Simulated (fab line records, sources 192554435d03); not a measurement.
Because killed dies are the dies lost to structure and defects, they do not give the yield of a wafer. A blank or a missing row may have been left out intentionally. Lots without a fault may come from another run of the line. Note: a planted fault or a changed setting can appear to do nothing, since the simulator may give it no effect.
fab line records	flow n5-finfet
[record] lots = 10	wafers = 30	last-day = 20
route steps=1938 shown FIN_SAQP@135 STI_FIN_REVEAL@184
lots with no fault: from the same line, run without faults
start-h: hours from the record's opening day to when the first of the lot's shown wafers began	wait-h: time in hours since the lot's previous step	" same as the row above	L1.1+2: a row that stands for several wafers	- value missing, or start not given	* or withheld: withheld	< > ~ a bound
route shown NAME@n: NAME is a module with steps in the file, n the number in the route of the first one	usual: mean/standard deviation of fault-free wafers	same: alike in all rows	chamber/n: place in a boat	sites: readings site by site	_std_site: how widely they spread, as a standard deviation	_edge_site: the outer-site mean with the inner-site mean subtracted	radius-mm: how far each site lies from the wafer's centre	mask NAME#n: copy n	behind: tool/chamber where the wafer was last shaped	hold: what put the lot on hold/how long, in hours/how the hold closed	device: transistor that didn't switch, given as n, p or np	end of line: tests of these same wafers at the route's end	a step without rows: its recipe alone	killed: count of dies lost to structure and defects at first sort (not the wafer's yield)	map: dies across one wafer; x = killed, . = not, _ = none there
set.NAME: setting as actually run; set.NAME@STEP: the setting as run at that earlier step	model.NAME: the simulator's own value behind a step, which no gauge read
route steps across a sampled set of lots; one table per step, one row per wafer
services: from which hour (start-h, from the record's first day; less than 0 if before it) a tool's chamber was out of use, for how many hours, and why
[[steps]]
[step N5_FIN_SAQP_ETCH_67]
[recipe] chemistry = CH3F/O2	target = SiNx	target-depth-a = 300	mask-material = SOC	pressure-mtorr = 30	source-w = 395	bias-w = 73	Ar_flow_sccm = 150	CH3F_flow_sccm = 30	O2_flow_sccm = 20	ion-energy-ev = 120
[usual] CH3F_flow_sccm = 30.00/0.085	bias-w = 73.01/0.24	drypump-motor-current-A = 5.8/0.43	oes-product-au = 0.77/0.07	rf-vpp-V = 299.0/2.6	showerhead-plenum-p-Torr = 2.02/0.037	throttle-valve-pct = 16.33/0.15
lot.wafer	tool	chamber	start-h	wait-h	CH3F_flow_sccm	bias-w	drypump-motor-current-A	oes-product-au	rf-hours-counter-h	rf-vpp-V	showerhead-plenum-p-Torr	throttle-valve-pct
L276.3	rie-diel-02	2	25.71	0.0	30.04	72.78	4.9	0.78	115	300.9	2.01	16.51
L276.4	"	3	"	"	30.07	72.72	5.8	0.74	182	301.9	2.07	16.42
L276.5	"	1	"	"	30.13	73.04	5.6	0.78	-	302.5	2.02	16.42
L278.1	rie-diel-05	2	36.02	0.0	30.11	72.80	5.7	0.75	151	297.9	2.01	16.16
L278.4	"	0	"	"	30.03	72.61	6.1	0.79	-	296.1	2.03	16.31
L278.6	"	3	"	"	30.03	72.91	5.4	0.79	-	298.5	2.09	16.25
L279.1	rie-diel-02	0	43.38	0.0	29.87	73.14	6.2	0.92	19	300.3	2.04	16.15
L279.2	"	1	"	"	29.79	73.17	5.7	0.78	133	301.1	2.01	16.42
L279.5	"	2	"	"	30.08	73.01	4.9	0.78	-	300.0	2.01	16.53
L282.1	rie-diel-05	0	60.94	0.0	29.99	73.03	6.1	0.79	92	295.8	2.02	16.30
L282.2	"	1	"	"	29.97	73.16	6.3	0.97	2	299.6	1.97	15.97
L282.5	"	2	"	"	29.97	72.87	5.7	0.76	-	297.6	2.00	16.20
L288.2	rie-diel-02	3	100.67	0.0	30.04	73.45	5.8	0.71	203	301.9	2.06	16.47
L288.3	"	1	"	"	29.89	72.90	5.6	0.76	147	302.1	2.01	16.45
L288.6	"	1	"	"	29.88	72.95	5.6	0.76	-	301.1	2.01	16.43
L290.3	rie-diel-04	3	108.90	0.0	30.02	73.04	5.3	0.69	196	292.2	2.07	16.51
L290.5	"	2	"	"	30.13	73.57	6.2	0.76	-	297.7	1.99	16.34
L290.6	"	3	"	"	29.96	73.21	5.3	0.69	-	291.7	2.07	16.51
L291.2	rie-diel-02	0	114.78	0.0	29.84	73.13	6.2	0.89	39	300.5	2.03	16.19
L291.4	"	3	"	"	30.00	73.10	5.8	0.71	207	303.3	2.06	16.48
L291.5	"	1	"	"	29.93	72.59	5.7	0.76	-	300.3	2.01	16.45
L292.2	rie-diel-02	3	126.77	0.0	29.99	73.09	5.8	0.72	210	301.4	2.06	16.49
L292.4	"	0	"	"	30.04	73.16	6.2	0.88	42	301.1	2.03	16.22
L292.5	"	3	"	"	29.86	73.33	5.8	0.71	-	300.4	2.06	16.49
L297.1	rie-diel-04	0	162.09	0.0	29.99	73.15	6.0	0.68	215	297.2	1.98	16.28
L297.4	"	0	"	"	29.94	72.98	6.0	0.68	-	295.8	1.98	16.27
L297.6	"	2	"	"	29.95	73.50	6.2	0.75	-	298.2	1.99	16.33
L298.1	rie-diel-02	1	162.24	0.0	30.02	72.99	5.7	0.74	166	301.0	2.00	16.49
L298.3	"	3	"	"	30.05	73.10	5.8	0.70	219	301.2	2.06	16.51
L298.6	"	2	"	"	29.97	72.83	4.9	0.74	-	300.1	2.00	16.58
[step N5_FIN_SAQP_ETCH_34]
[recipe] chemistry = C4F6/O2	target = SiO2	target-depth-a = 450	time-s = 15	ion-energy-ev = 250	pressure-mtorr = 30	source-w = 345	bias-w = 185	Ar_flow_sccm = 300	C4F6_flow_sccm = 10	O2_flow_sccm = 10	ends = cleared
[usual] bias-w = 185.0/0.6	drypump-motor-current-A = 5.7/0.44	etch-rf-on-time-s = 14.89/0.13	oes-product-au = 0.66/0.055	rf-vpp-V = 670/5.7	showerhead-plenum-p-Torr = 2.88/0.05	throttle-valve-pct = 21.05/0.16
lot.wafer	tool	chamber	start-h	wait-h	bias-w	drypump-motor-current-A	etch-rf-on-time-s	oes-product-au	rf-hours-counter-h	rf-vpp-V	showerhead-plenum-p-Torr	throttle-valve-pct
L276.3	rie-diel-04	3	26.64	0.0	185.2	5.3	15.25	0.61	170	657	2.96	21.21
L276.4	"	2	"	"	183.4	6.2	14.89	0.67	138	669	2.85	20.96
L276.5	"	2	"	"	184.2	6.2	14.82	0.67	-	669	2.85	20.95
L278.1	rie-diel-05	3	37.04	0.0	185.4	5.5	14.83	0.67	123	668	2.97	20.93
L278.4	"	0	"	"	184.2	6.1	14.84	0.68	-	665	2.88	21.04
L278.6	"	2	"	"	184.5	5.7	14.83	0.65	-	665	2.86	20.86
L279.1	rie-diel-04	1	45.22	0.0	185.5	5.3	14.94	0.62	173	674	2.95	20.99
L279.2	"	0	"	"	186.0	6.0	14.67	0.61	182	667	2.83	20.88
L279.5	"	0	"	"	184.8	6.0	14.72	0.61	-	666	2.83	20.87
L282.1	rie-diel-04	1	61.82	0.0	185.4	5.3	15.15	0.61	179	674	2.95	20.99
L282.2	"	0	"	"	185.1	6.0	14.93	0.60	188	667	2.83	20.89
L282.5	"	3	"	"	184.8	5.3	15.19	0.60	-	657	2.96	21.21
L288.2	rie-diel-05	2	101.58	0.0	185.7	5.7	14.80	0.64	175	665	2.85	20.88
L288.3	"	0	"	"	184.6	6.1	14.87	0.66	105	664	2.87	21.08
L288.6	"	2	"	"	186.1	5.7	14.96	0.63	-	666	2.85	20.88
L290.3	rie-diel-02	3	109.84	0.0	184.2	5.8	14.82	0.62	206	675	2.93	21.14
L290.5	"	1	"	"	185.4	5.6	14.84	0.65	-	675	2.86	21.20
L290.6	"	0	"	"	184.6	6.2	14.65	0.76	-	673	2.89	20.92
L291.2	rie-diel-04	0	116.08	0.0	184.3	6.0	14.98	0.59	205	666	2.82	20.90
L291.4	"	1	"	"	184.7	5.3	15.13	0.60	195	673	2.94	21.01
L291.5	"	0	"	"	184.2	6.0	14.96	0.59	-	666	2.82	20.90
L292.2	rie-diel-05	1	127.65	0.0	184.2	6.3	14.84	0.76	24	671	2.79	20.74
L292.4	"	2	"	"	185.2	5.7	15.02	0.63	182	664	2.84	20.90
L292.5	"	0	"	"	185.7	6.1	14.94	0.66	-	664	2.87	21.09
L297.1	rie-diel-02	2	163.42	0.0	184.3	4.9	14.83	0.65	153	674	2.85	21.30
L297.4	"	1	"	"	185.0	5.7	14.79	0.64	167	673	2.85	21.21
L297.6	"	2	"	"	185.8	4.9	14.80	0.64	-	674	2.85	21.30
L298.1	rie-diel-02	0	163.65	0.0	183.9	6.2	14.91	0.74	52	673	2.88	20.94
L298.3	"	3	"	"	186.1	5.8	15.07	0.60	219	675	2.92	21.14
L298.6	"	1	"	"	184.4	5.7	14.83	0.63	-	675	2.85	21.21
[step N5_STI_FIN_REVEAL_ALD_14]
[recipe] material = Si3N4	target-thk-a = 30	temp-c = 400	ald-precursor-family = SiH2I2	ald-co-reactant = N2/H2-plasma	pressure-torr = 2
[usual] chamber-pressure-Torr = 2.000/0.0046	heater-power-w = 856/100
lot.wafer	tool	chamber	start-h	wait-h	chamber-pressure-Torr	heater-power-w
L276.3	ald-sin-03	0	28.92	0.1	2.000	783
L276.4	"	1	"	"	2.001	867
L276.5	"	1	"	"	1.999	879
L278.1	ald-sin-03	1	39.30	0.0	2.000	911
L278.4	"	2	"	"	1.993	1038
L278.6	"	0	"	"	1.996	792
L279.1	ald-sin-01	1	47.45	0.0	2.002	730
L279.2	"	2	"	"	1.997	841
L279.5	"	3	"	"	2.006	826
L282.1	ald-sin-03	1	63.72	0.0	1.998	909
L282.2	"	3	"	"	2.004	868
L282.5	"	2	"	"	1.995	1050
L288.2	ald-sin-02	2	103.47	0.0	1.999	648
L288.3	"	3	"	"	1.992	769
L288.6	"	3	"	"	1.997	766
L290.3	ald-sin-03	3	111.73	0.0	2.010	867
L290.5	"	3	"	"	1.996	875
L290.6	"	2	"	"	2.003	1065
L291.2	ald-sin-03	3	118.05	0.0	1.997	851
L291.4	"	1	"	"	2.001	898
L291.5	"	0	"	"	2.007	788
L292.2	ald-sin-03	3	130.14	0.0	1.995	864
L292.4	"	1	"	"	2.002	911
L292.5	"	0	"	"	2.001	794
L297.1	ald-sin-01	1	165.32	0.0	2.002	743
L297.4	"	0	"	"	1.992	886
L297.6	"	2	"	"	2.001	869
L298.1	ald-sin-03	3	165.61	0.0	2.004	890
L298.3	"	1	"	"	1.998	930
L298.6	"	3	"	"	2.002	870
[step N5_STI_FIN_REVEAL_OXIDATION_33]
[recipe] chemistry = O2_PLASMA_REMOTE	temp-c = 150	time-s = 20	pressure-mtorr = 1000	source-power-w = 2000	o2-flow-sccm = 3000
[usual] drypump-motor-current-A = 5.24/0.21	heater-power-w = 148/9	temp-c = 149.98/0.15	temp-c-max = 150.7/0.37
lot.wafer	tool	chamber	start-h	wait-h	drypump-motor-current-A	heater-power-w	rf-hours-counter-h	temp-c	temp-c-max
L276.3	plasma-asher-01	0	37.26	0.0	5.37	151	-	149.82	150.3
L276.4	"	1	"	"	4.91	137	-	150.01	150.4
L276.5	"	1	"	"	4.91	136	-	149.80	150.2
L278.1	plasma-asher-01	0	47.78	0.0	5.39	146	82	150.03	150.5
L278.4	"	1	"	"	4.89	134	-	149.96	150.5
L278.6	"	0	"	"	5.35	147	-	149.92	150.4
L279.1	plasma-asher-02	1	57.48	0.0	5.32	157	32	150.17	151.2
L279.2	"	0	"	"	5.42	149	32	150.10	151.0
L279.5	"	0	"	"	5.42	153	-	149.93	151.0
L282.1	plasma-asher-02	0	72.06	0.0	5.39	149	36	150.05	151.0
L282.2	"	1	"	"	5.34	157	36	149.91	150.9
L282.5	"	1	"	"	5.31	157	-	149.89	150.7
L288.2	plasma-asher-01	1	112.39	0.0	4.92	134	94	149.61	150.2
L288.3	"	1	"	"	4.88	136	-	149.73	150.3
L288.6	"	0	"	"	5.34	152	-	149.98	150.4
L290.3	plasma-asher-02	1	120.58	0.0	5.32	151	-	146.27	147.2
L290.5	"	0	"	"	5.41	143	-	146.43	147.4
L290.6	"	1	"	"	5.33	150	-	146.33	147.2
L291.2	plasma-asher-02	1	126.62	0.0	5.31	150	47	146.78	147.5
L291.4	"	0	"	"	5.38	143	-	146.46	147.7
L291.5	"	0	"	"	5.38	143	-	146.63	147.9
L292.2	plasma-asher-01	0	138.52	0.0	5.39	150	97	149.66	150.0
L292.4	"	0	"	"	5.38	154	-	149.93	150.3
L292.5	"	1	"	"	4.88	135	-	149.97	150.4
L297.1	plasma-asher-01	0	173.72	0.0	5.40	149	104	150.03	150.4
L297.4	"	0	"	"	5.38	148	-	150.13	150.8
L297.6	"	1	"	"	4.89	135	-	150.11	150.7
L298.1	plasma-asher-01	0	174.62	0.0	5.33	149	104	150.06	150.4
L298.3	"	1	"	"	4.89	133	-	149.82	150.4
L298.6	"	1	"	"	4.88	132	-	149.76	150.2
[[services]]
tool	chamber	start-h	hours	kind
ald-sin-01	3	3.24	1.5	repair
rie-diel-02	-	15.41	0.6	repair
ald-sin-01	0	20.47	6.9	repair
ald-sin-03	2	23.95	5.2	repair
ald-sin-03	3	24.66	15.3	repair
rie-diel-05	1	30.81	-	clean
ald-sin-02	-	40.99	6.0	pm
plasma-asher-01	-	45.23	0.5	repair
ald-sin-03	1	54.80	2.8	repair
ald-sin-03	0	58.77	9.0	repair
ald-sin-01	3	69.84	2.9	repair
rie-diel-02	-	71.96	1.9	repair
ald-sin-02	-	75.15	1.5	repair
rie-diel-02	-	91.19	4.7	repair
ald-sin-01	-	102.83	2.8	pm
ald-sin-03	-	114.15	3.6	repair
plasma-asher-01	-	117.74	3.1	repair
ald-sin-01	-	119.33	4.3	pm
ald-sin-03	2	127.32	6.2	repair
rie-diel-04	1	137.43	26.9	repair
ald-sin-03	-	138.77	1.3	repair
rie-diel-04	-	140.31	15.6	pm
ald-sin-01	-	143.33	14.6	pm
plasma-asher-02	-	150.58	0.7	repair
[[key]]
[first-sign] step = N5_STI_FIN_REVEAL_OXIDATION_33	reading = temp-c	direction = down	sigmas = 24	usual = *	struck = *
[effect] step = N5_STI_FIN_REVEAL_OXIDATION_33	reading = temp-c-max	direction = down	sigmas = 8.5	usual = *	struck = *
met-at N5_STI_FIN_REVEAL_OXIDATION_33
struck-lots L290,L291
tester-left-out L290,L291
not-acting-at N5_FIN_SAQP_ETCH_67,N5_FIN_SAQP_ETCH_34,N5_STI_FIN_REVEAL_ALD_14
onset-between 72.06 120.58
[fault] kind = process-parameter-drift	tool = plasma-asher-02	chamber = -	onset-h = 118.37	steps = N5_STI_FIN_REVEAL_OXIDATION_33	channel = temp-c	offset = *	shape = step	end-h = 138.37	acts-in = *	stated = *
// tester-left-out: of these lots the tester's yield and bins aren't shown, on N5 and GAA mostly nor the transistor test; their killed dies are dies lost to structure and defects alone, not to doping, threshold or leakage, so they don't give the yield
